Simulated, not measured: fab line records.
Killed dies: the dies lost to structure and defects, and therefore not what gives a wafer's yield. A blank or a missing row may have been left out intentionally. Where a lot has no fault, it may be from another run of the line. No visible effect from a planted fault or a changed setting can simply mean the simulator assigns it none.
fab line records + flow n5-finfet
record
- lots=3
- wafers=9
- last-day=16
route steps=1938 shown FIN_SAQP@90 FIN_CUT@165 BEOL_M4@1111 PASSIVATION@1936
lots that met no fault: taken from a fault-free run of the same line
start-h: hours from the record's opening day to when the first of the lot's shown wafers began + wait-h: hours since the lot's step before + " as in the row above + L1.1+2: one row covering several wafers at once + - value missing, or start not given + * or withheld: withheld + < > ~ a bound
route shown NAME@n: names a module that has steps shown in the file, with the first one's number in the route + usual: mean/standard deviation of fault-free wafers + same: alike in all rows + chamber/n: place in a boat + sites: the reading at each site + _std_site: their standard deviation + _edge_site: inner sites' mean taken away from outer sites' mean + radius-mm: how far each site lies from the wafer's centre + mask NAME#n: copy n + behind: the tool/chamber that last shaped the wafer + hold: the reason the lot was held/the length of the hold in hours/how it ended + device: the transistor (n, p or np) that didn't switch + end of line: the same wafers' tests at the end of the route + where a step has no rows: the recipe by itself + killed: at the first sort, the dies lost to defects and structure; wafer yield is something else + map: a wafer's dies, x killed, . not, _ none there
set.NAME: the run value of the setting; set.NAME@STEP: its run value at that earlier step + model.NAME: the simulator's own value behind a step, which no gauge read
lots at some steps of the route; a table a step, a row a wafer
services: from which hour (start-h, from the record's first day; less than 0 if before it) a tool's chamber was out of use, for how many hours, and why
## steps
# step N5_FIN_SAQP_PRECLEAN_42
# recipe
- chemistry=O3/DIW
- time-s=60
- temp-c=22
- o3-ppm=10
# step N5_FIN_SAQP_PRECLEAN_00
# recipe
- chemistry=SC1
- time-s=60
- temp-c=55
- mix=1:2:50
# step N5_FIN_SAQP_PRECLEAN_44
# recipe
- chemistry=SC2
- time-s=45
- temp-c=35
- mix=1:1:50
# step N5_FIN_SAQP_SRD_01
# recipe
- dry=ipa-marangoni
- time-s=30
- temp-c=23
- rinse-liquid=diw
# step N5_FIN_SAQP_ALD_61
# recipe
- material=SiO2
- target-thk-a=40
- temp-c=300
- ald-precursor-family=BDEAS
- ald-co-reactant=O2-plasma
- pulse-time-s=1
- purge-time-s=2
- co-reactant-purge-time-s=2
- ald-cycles=43
- pressure-torr=2
# step N5_FIN_SAQP_DENSIFY_62
# recipe
- temp-c=700
- time-s=60
- ambient=N2
- idle-temp-c=600
- ramp-up-c-per-s=150
- ramp-down-c-per-s=60
- cool-to-c=600
# step N5_FIN_SAQP_HM_DEP_03
# recipe
- material=SiNx
- target-thk-a=380
- temp-c=400
- precursor=SiH4/NH3/N2
- pressure-torr=1.5
- rf-w=300
- time-s=33.6
# step N5_FIN_SAQP_PECVD_47
# recipe
- material=a-Si
- target-thk-a=450
- temp-c=400
- precursor=SiH4/He
- pressure-torr=3
- rf-w=100
- time-s=36.3
# step N5_FIN_SAQP_PECVD_48
# recipe
- material=SiNx
- target-thk-a=250
- temp-c=400
- precursor=SiH4/NH3/N2
- pressure-torr=1.5
- rf-w=300
- time-s=22.1
# step N5_FIN_SAQP_PECVD_06
# recipe
- material=a-Si
- target-thk-a=600
- temp-c=400
- precursor=SiH4/He
- pressure-torr=3
- rf-w=100
- time-s=48.1
# usual
- heater-power-w=835/80
- showerhead-plenum-p-Torr=5.63/0.057
- throttle-valve-pct=17.9/0.79
| lot.wafer | tool     | chamber | start-h | wait-h | heater-power-w | showerhead-plenum-p-Torr | throttle-valve-pct |
|-----------|----------|---------|---------|--------|----------------|--------------------------|--------------------|
| L923.1    | pecvd-01 | 1       | 39.75   | 0.0    | 742            | 5.55                     | 19.2               |
| L923.2    | "        | 2       | "       | "      | 885            | 5.66                     | 17.3               |
| L923.5    | "        | 0       | "       | "      | 751            | 5.64                     | 17.2               |
| L931.1    | pecvd-01 | 0       | 86.94   | 0.0    | 782            | 5.65                     | 17.2               |
| L931.2    | "        | 1       | "       | "      | 794            | 5.55                     | 19.3               |
| L931.3    | "        | 2       | "       | "      | 795            | 5.67                     | 17.9               |
| L933.1    | pecvd-02 | 0       | 100.93  | 0.0    | 872            | 5.66                     | 18.4               |
| L933.2    | "        | 1       | "       | "      | 835            | 5.69                     | 18.2               |
| L933.4    | "        | 0       | "       | "      | 873            | 5.65                     | 18.8               |
# step N5_FIN_SAQP_HM_DEP_72
# recipe
- material=SiO2
- target-thk-a=120
- temp-c=400
- precursor=SiH4/N2O
- pressure-torr=0.75
- rf-w=275
- time-s=7.2
# step N5_FIN_SAQP_COAT_49
# recipe
- resist=SOC
- temp-c=250
- time-s=60
- spin-rpm=1500
- resist-thk-nm=100
# step N5_FIN_SAQP_COAT_50
# recipe
- resist=SiARC
- temp-c=220
- time-s=60
- spin-rpm=1500
- resist-thk-nm=35
# step N5_FIN_SAQP_COAT_10
# recipe
- resist=CAR-ArF
- spin-rpm=1500
- resist-thk-nm=90
# step N5_FIN_SAQP_EBR_12
# recipe
- solvent=PGMEA
- ebr-width-mm=1.5
# step N5_FIN_SAQP_SOFTBAKE_11
# recipe
- temp-c=110
- time-s=60
- resist=CAR-ArF
# step N5_FIN_SAQP_EXPOSE_13
# recipe
- mask-id=FIN_CORE
- na=1.35
- source-shape=dipole
- sigma-inner=0.538
- sigma-outer=0.738
- polarization=te
- target-cd-nm=35.6
- dose-mj=63.25
# step N5_FIN_SAQP_PEB_14
# recipe
- peb-temp-c=withheld
- peb-time-s=60
- resist=CAR-ArF
# step N5_FIN_SAQP_DEVELOP_15
# recipe
- develop-time-s=30
- developer=TMAH
- resist=CAR-ArF
- dev-temp-c=23
- rinse-liquid=diw
- dry=air-spin
# step N5_FIN_SAQP_DESCUM_21
# recipe
- chemistry=O2
- time-s=7.9
- source-power-w=50
- bias-power-w=20
- pressure-mtorr=20
- rf-frequency-hz=2.712e+07
- temp-c=40
- resist=CAR-ArF
- o2-flow-sccm=225
# step N5_FIN_SAQP_ETCH_51
# recipe
- chemistry=CF4
- target=SiARC
- target-depth-a=455
- mask-material=CAR-ArF
- time-s=75.8
- ion-energy-ev=80
- pressure-mtorr=40
- source-w=545
- bias-w=36
- Ar_flow_sccm=100
- cf4-flow-sccm=100
- ends=cleared
# step N5_FIN_SAQP_ETCH_52
# recipe
- chemistry=N2/H2
- target=SOC
- target-depth-a=1000
- overetch-a=200
- mask-material=SiARC
- temp-c=40
- time-s=150
- ion-energy-ev=200
- pressure-mtorr=30
- source-w=840
- bias-w=150
- n2-flow-sccm=200
- h2-flow-sccm=200
- ends=end-point
# step N5_FIN_SAQP_STRIP_53
# recipe
- chemistry=N2/H2
- temp-c=40
- n2-flow-sccm=200
- h2-flow-sccm=200
- rf-frequency-hz=6e+07
# step N5_FIN_SAQP_HM_OPEN_73
# recipe
- chemistry=CHF3/O2
- target=SiO2
- stop-on=a-Si
- target-depth-a=120
- over-etch-frac=1.8
- mask-material=SOC
- time-s=16.8
- pressure-mtorr=30
- source-w=650
- bias-w=170
- Ar_flow_sccm=200
- CHF3_flow_sccm=50
- O2_flow_sccm=5
- ion-energy-ev=200
- ends=end-point
# step N5_FIN_SAQP_STRIP_74
# recipe
- chemistry=CHF3/O2
- resist=SiARC
- rf-frequency-hz=6e+07
# step N5_FIN_SAQP_MANDREL_ETCH_22
# recipe
- target-depth-a=600
- chemistry=HBr/Cl2
- target=a-Si
- stop-on=SiNx
- bt-time-s=10
- over-etch-frac=0.5
- time-s=30
- pressure-mtorr=10
- icp-w=800
- bias-w=75
- HBr_flow_sccm=150
- Cl2_flow_sccm=80
- ends=end-point
# step N5_FIN_SAQP_STRIP_55
# recipe
- chemistry=N2/H2
- power-w=500
- temp-c=40
- pressure-mtorr=50
- rf-frequency-hz=6e+07
- overash-fraction=0.3
- bias-power-w=28
- h2-frac=0.5
- n2-flow-sccm=300
- h2-flow-sccm=300
# step N5_FIN_SAQP_STRIP_23
# recipe
- chemistry=SPM
- time-s=750
- temp-c=130
- h2so4-h2o2-vol-ratio=4
# step N5_FIN_SAQP_SRD_66
# recipe
- dry=ipa-marangoni
- time-s=30
- temp-c=23
- rinse-liquid=diw
# step N5_FIN_SAQP_RECESS_75
# recipe
- chemistry=HF/NH3
- target=SiO2
- target-depth-a=144
- afs-cycles=3
- temp-c=30
- sublimation-temp-c=180
- sublimation-time-s=60
# step N5_FIN_SAQP_SPACER1_ALD_24
# recipe
- material=SiO2
- target-thk-a=203
- temp-c=300
- ald-precursor-family=BDEAS
- ald-co-reactant=O2-plasma
- pulse-time-s=1
- purge-time-s=2
- co-reactant-purge-time-s=2
- ald-cycles=218
- pressure-torr=2
# step N5_FIN_SAQP_SPACER1_ETCHBACK_25
# recipe
- chemistry=CHF3/O2
- mode=anisotropic-etchback
- target=SiO2
- target-depth-a=244
- time-s=12.2
- pressure-mtorr=30
- source-w=650
- bias-w=170
- Ar_flow_sccm=200
- CHF3_flow_sccm=50
- O2_flow_sccm=5
- ion-energy-ev=200
# step N5_FIN_SAQP_MANDREL1_REMOVE_56
# recipe
- chemistry=HBr/Cl2/O2
- bt-time-s=10
- target=a-Si
- stop-on=SiNx
- endpoint=OES-SiCl
- over-etch-frac=1
- icp-w=600
- bias-w=22
- HBr_flow_sccm=150
- Cl2_flow_sccm=80
- O2_flow_sccm=5
- pressure-mtorr=10
# step N5_FIN_SAQP_ETCH_57
# recipe
- chemistry=CH3F/O2
- target=SiNx
- mask-material=SiO2
- target-depth-a=325
- time-s=46.4
- pressure-mtorr=30
- source-w=395
- bias-w=73
- Ar_flow_sccm=150
- CH3F_flow_sccm=30
- O2_flow_sccm=20
- ion-energy-ev=120
- ends=cleared
# step N5_FIN_CUT_INSPECT_10
# recipe
- mode=adi
- inspect-instrument=brightfield
# usual
- raw-defect-count=42/12
| lot.wafer | tool              | chamber | start-h | wait-h | raw-defect-count |
|-----------|-------------------|---------|---------|--------|------------------|
| L923.1    | defect-inspect-01 | -       | 45.21   | 0.1    | 52               |
| L923.2    | "                 | -       | "       | "      | 50               |
| L923.5    | "                 | -       | "       | "      | 35               |
| L931.1    | defect-inspect-01 | -       | 93.23   | 0.1    | 320              |
| L931.2    | "                 | -       | "       | "      | 25               |
| L931.3    | "                 | -       | "       | "      | 47               |
| L933.1    | defect-inspect-02 | -       | 106.45  | 0.1    | 51               |
| L933.2    | "                 | -       | "       | "      | 60               |
| L933.4    | "                 | -       | "       | "      | 65               |
# step N5_BEOL_M4_RC_MEAS_101
# usual
- DIBL_N=36.2/2.4
- DIBL_P=36.2/2.6
- IOFF_N=0.16/0.045
- IOFF_P=0.21/0.046
- ION_N=674/17
- ION_P=463/11
- SS_N=71.5/0.77
- SS_P=73.1/0.76
- VT_N=250/3.9
- VT_P=-250/3.9
| lot.wafer | tool      | chamber | start-h | wait-h | DIBL_N[mV/V] | DIBL_P[mV/V] | IOFF_N[nA/um] | IOFF_P[nA/um] | ION_N[uA/um] | ION_P[uA/um] | SS_N[mV/dec] | SS_P[mV/dec] | VT_N[mV] | VT_P[mV] |
|-----------|-----------|---------|---------|--------|--------------|--------------|---------------|---------------|--------------|--------------|--------------|--------------|----------|----------|
| L923.1    | prober-01 | 0       | 178.63  | 0.0    | 38.9         | 40.6         | 0.21          | 0.28          | 698          | 477          | 72.1         | 74.6         | 247      | -247     |
| L923.2    | "         | 0       | "       | "      | 40.5         | 41.5         | 0.31          | 0.33          | 690          | 467          | 73.4         | 74.5         | 242      | -244     |
| L923.5    | "         | 0       | "       | "      | 41.3         | 43.8         | 0.30          | 0.38          | 712          | 488          | 73.2         | 74.9         | 242      | -243     |
| L931.1    | prober-01 | 0       | 247.54  | 0.0    | 34.5         | 34.6         | 0.13          | 0.20          | 675          | 469          | 70.3         | 72.8         | 252      | -245     |
| L931.2    | "         | 0       | "       | "      | 33.8         | 32.5         | 0.12          | 0.17          | 668          | 463          | 70.4         | 71.4         | 253      | -250     |
| L931.3    | "         | 0       | "       | "      | 33.3         | 33.4         | 0.10          | 0.17          | 649          | 461          | 70.9         | 72.2         | 258      | -253     |
| L933.1    | prober-01 | 0       | 251.46  | 0.0    | 36.2         | 35.5         | 0.18          | 0.24          | 696          | 482          | 71.6         | 73.2         | 245      | -246     |
| L933.2    | "         | 0       | "       | "      | 34.5         | 33.3         | 0.13          | 0.19          | 673          | 472          | 71.2         | 72.9         | 254      | -251     |
| L933.4    | "         | 0       | "       | "      | 37.4         | 38.0         | 0.20          | 0.28          | 706          | 487          | 71.2         | 73.7         | 248      | -243     |
# step N5_PASSIVATION_PROBE_49
# usual
- defect-limited-yield=91.2/1.4
- killed_at_M0_to_M3=33/9.5
- killed_at_M4_up=13/4.7
- killed-at-contacts=11/5.3
- killed-at-front-end=42/12
- killed-at-other=5/3.3
- killed-dies=104/17
- killed-on-rim=14/4
- killed-open=67/12
- killed-short=33/7.7
- sort_bin_4_leakage=0.01/0.058
- sort_bin_5_function=5.1/0.94
- sort_bin_6_memory=3.3/0.67
- sort_bin_8_speed=0.1/1.3
- sort-n-pass=1074/24
- sort-yield-pct=91.1/2
# same
- gross-dies=1180
- killed-at-back-side=0
| lot.wafer | tool      | chamber | start-h | wait-h | defect-limited-yield[%] | killed_at_M0_to_M3 | killed_at_M4_up | killed-at-contacts | killed-at-front-end | killed-at-other | killed-dies | killed-on-rim | killed-open | killed-short | sort_bin_4_leakage[%] | sort_bin_5_function[%] | sort_bin_6_memory[%] | sort_bin_8_speed[%] | sort-n-pass | sort-yield-pct[%] |
|-----------|-----------|---------|---------|--------|-------------------------|--------------------|-----------------|--------------------|---------------------|-----------------|-------------|---------------|-------------|--------------|-----------------------|------------------------|----------------------|---------------------|-------------|-------------------|
| L923.1    | prober-01 | -       | 262.16  | 0.0    | 92.9                    | 44                 | 6               | 6                  | 28                  | 0               | 84          | 11            | 55          | 28           | 0                     | 4.3                    | 2.7                  | 0                   | 1096        | 92.9              |
| L923.2    | prober-01 | -       | 262.21  | 0.1    | 92.5                    | 42                 | 13              | 8                  | 24                  | 1               | 88          | 8             | 59          | 29           | 0.42                  | 4.2                    | 2.8                  | 0                   | 1087        | 92.1              |
| L923.5    | prober-01 | -       | 262.36  | 0.2    | 89.0                    | 69                 | 15              | 8                  | 38                  | 0               | 130         | 9             | 85          | 42           | 0.08                  | 5.8                    | 4.7                  | 0                   | 1049        | 88.9              |
| L931.1    | prober-02 | -       | 356.95  | 0.0    | 87.2                    | 28                 | 17              | 10                 | 93                  | 3               | 151         | 28            | 53          | 23           | 0                     | 7.7                    | 3.5                  | 0                   | 1029        | 87.2              |
| L931.2    | prober-02 | -       | 357.00  | 0.1    | 90.6                    | 42                 | 26              | 7                  | 34                  | 2               | 111         | 15            | 64          | 40           | 0                     | 5.8                    | 3.1                  | 0                   | 1069        | 90.6              |
| L931.3    | prober-02 | -       | 357.05  | 0.1    | 90.3                    | 40                 | 8               | 9                  | 56                  | 2               | 115         | 8             | 77          | 36           | 0                     | 5.8                    | 3.6                  | 0.1                 | 1065        | 90.3              |
| L933.1    | prober-01 | -       | 379.38  | 1.3    | 92.8                    | 26                 | 15              | 7                  | 30                  | 7               | 85          | 14            | 58          | 26           | 0                     | 4.2                    | 2.9                  | 0                   | 1095        | 92.8              |
| L933.2    | prober-01 | -       | 379.43  | 1.4    | 91.8                    | 30                 | 15              | 11                 | 31                  | 10              | 97          | 16            | 63          | 30           | 0                     | 4.6                    | 3.3                  | 0                   | 1083        | 91.8              |
| L933.4    | prober-01 | -       | 379.53  | 1.5    | 88.1                    | 29                 | 21              | 9                  | 65                  | 17              | 141         | 24            | 86          | 48           | 0                     | 6.4                    | 4.3                  | 0                   | 1039        | 88.1              |
# killed by level:class
L923.1 BEOL_M0_SAQP:geometric-particle:short=11 BEOL_M0_SAQP:geometric-particle:open=10 BEOL_M3:geometric-particle:open=8 FIN_SAQP:geometric-particle:open=7 BEOL_M2:geometric-particle:open=7 FIN_SAQP:geometric-particle:short=6 DUMMY_GATE:geometric-particle:open=5 MOL_CONTACT_COAG:geometric-particle:open=5
L923.2 BEOL_M0_SAQP:geometric-particle:short=12 BEOL_M1:geometric-particle:open=10 MOL_CONTACT_COAG:geometric-particle:open=8 BEOL_M0_SAQP:geometric-particle:open=7 GATE_CUT:geometric-particle:open=6 BEOL_M3:geometric-particle:open=5 FIN_SAQP:geometric-particle:open=4 STARTING-WAFER:geometric-particle:short=4
L923.5 BEOL_M0_SAQP:geometric-particle:open=21 BEOL_M0_SAQP:geometric-particle:short=13 BEOL_M3:geometric-particle:open=10 BEOL_M2:geometric-particle:open=9 FIN_SAQP:geometric-particle:open=7 GATE_CUT:geometric-particle:open=6 BEOL_M8:geometric-particle:open=6 GATE_CUT:geometric-particle:short=5
L931.1 FIN_SAQP:unspecified=65 STI_FIN_REVEAL:geometric-particle:open=8 MOL_CONTACT_COAG:geometric-particle:open=8 BEOL_M0_SAQP:geometric-particle:open=8 BEOL_M0_SAQP:geometric-particle:short=7 HKMG_FIN:area-etch=6 BEOL_M2:geometric-particle:open=4 BEOL_M3:geometric-particle:open=4
L931.2 BEOL_M4:geometric-particle:open=13 BEOL_M0_SAQP:geometric-particle:short=10 BEOL_M0_SAQP:geometric-particle:open=9 STI_FIN_REVEAL:geometric-particle:open=6 DUMMY_GATE:geometric-particle:open=5 BEOL_M3:geometric-particle:short=5 FIN_SAQP:geometric-particle:open=4 GATE_CUT:geometric-particle:short=4
L931.3 STI_FIN_REVEAL:geometric-particle:open=19 BEOL_M1:geometric-particle:open=13 BEOL_M0_SAQP:geometric-particle:short=10 FIN_SAQP:geometric-particle:open=8 MOL_CONTACT_COAG:geometric-particle:open=8 STI_FIN_REVEAL:geometric-particle:short=6 ILD0:geometric-particle:open=5 BEOL_M0_SAQP:geometric-particle:open=5
L933.1 FIN_SAQP:geometric-particle:open=9 BEOL_M4:geometric-particle:open=9 STI_FIN_REVEAL:geometric-particle:open=8 BEOL_M0_SAQP:geometric-particle:short=8 BEOL_M2:geometric-particle:open=7 MOL_CONTACT_COAG:geometric-particle:open=6 FIN_SAQP:geometric-particle:short=4 DUMMY_GATE:geometric-particle:open=3
L933.2 FIN_SAQP:geometric-particle:open=10 MOL_CONTACT_COAG:geometric-particle:open=10 FIN_SAQP:geometric-particle:short=7 BEOL_M0_SAQP:geometric-particle:short=6 BEOL_M1:geometric-particle:open=6 BEOL_M5:geometric-particle:open=5 BEOL_M0_SAQP:geometric-particle:open=4 BEOL_M0:geometric-particle:open=4
L933.4 FIN_SAQP:geometric-particle:open=17 BEOL_M3:geometric-particle:open=13 FIN_SAQP:geometric-particle:short=8 STI_FIN_REVEAL:geometric-particle:open=8 MOL_CONTACT_COAG:geometric-particle:open=8 HKMG_FIN:area-etch=6 BEOL_M5:geometric-particle:open=5 BEOL_M4:geometric-particle:open=5
# map L931.1 (x killed, . not)
_________________............________________
______________.................x_____________
___________..........x.........x...__________
__________................x........._________
________xxx..............x.x..x......._______
_______xxxx................x...........______
______xxxx.x.x..............x..........._____
_____xxxxxxx..........x.....x............____
____xxxxxxx.x..x.....x........x.........x.___
___xxxxxxxx............x...............x...__
___xxxxxxxx...........................x....__
__xxxxxxxx.x...................x..x........._
__xxxxxxx.x.......x........................._
_x...x..xx...................................
_.x.xx..x..x..............x..................
_...............x.......x.x............x.x...
_.................................x..........
_...x.....x.............x.x......x...........
_.....x..x..........x.................x......
_...................x...x....................
_............................................
__..........x.x.....x...x......x............_
__.....................xx...........x.x....._
___............x....x..x..................x__
___.........x......x.....x......xx.........__
____....x..x..............x...........x...___
_____...........................x......x.____
______.................................._____
_______..x...............xx............______
________.......x.x..x..x.............._______
__________.....x........x......x...._________
___________x..x.......x............__________
______________...x.x..x......x.._____________
_________________.x..........________________
# map L923.5 (x killed, . not)
_________________............________________
______________.................._____________
___________.x..............x...x...__________
__________....x....xx..............._________
________.x..........x................._______
_______...x.....x.........xx........x..______
______....x......x...x.............x...._____
_____....x........x...........x..........____
____.............................x....x...___
___x..xx.....x.............xx............x.__
___.x....x...............x......xx.....xx..__
__.........x...x............................_
__.x.............x...........x.............._
_..x.x......x........................x......x
_....x.x.x.x............x....x...............
_...x...................x......x....xx.......
_...x.....x.x....x.....xxxx...xx.........x..x
_.x..x.........x................x............
_........x............................xx.....
_...........xx....x.................x........
_..........x...x..x......x.....x...x.xx......
__.........................................._
__.............................xx..x.xxx.x.._
___..x........x...xx...xx......x...........__
___.....x...xx..xx....x....................__
____..........x......x..........xx........___
_____..........x.x......x................____
______..x..........x....x..x............_____
_______...x.x.x..................x.....______
________.............................._______
__________..........x.........x....._________
___________.....x..................__________
______________.x..x........x...._____________
_________________...x........________________
## services
| tool     | chamber | start-h | hours | kind           |
|----------|---------|---------|-------|----------------|
| pecvd-02 | 0       | 21.62   | 10.5  | repair         |
| pecvd-02 | 1       | 32.37   | 2.1   | scheduled-down |
| pecvd-01 | -       | 68.08   | 1.0   | repair         |
| pecvd-02 | 2       | 100.44  | 5.0   | scheduled-down |
## key
first-sign
- step=N5_FIN_CUT_INSPECT_10
- reading=raw-defect-count
- direction=up
- sigmas=22
- usual=42
- struck=320
effect
- step=N5_PASSIVATION_PROBE_49
- reading=killed-at-front-end
- direction=up
- sigmas=4.1
- usual=42
- struck=93
more-kills-born-at
- N5_FIN_SAQP_PECVD_06@pecvd-01=64
met-at N5_FIN_SAQP_PECVD_06
struck-wafers L931.1
onset-between 39.75 86.94
fault
- kind=chamber-particle-source
- tool=pecvd-01
- chamber=0
- onset-h=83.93
- steps=N5_FIN_SAQP_PECVD_06
- rate-per-visit-cm2=0.42918
- end-h=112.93
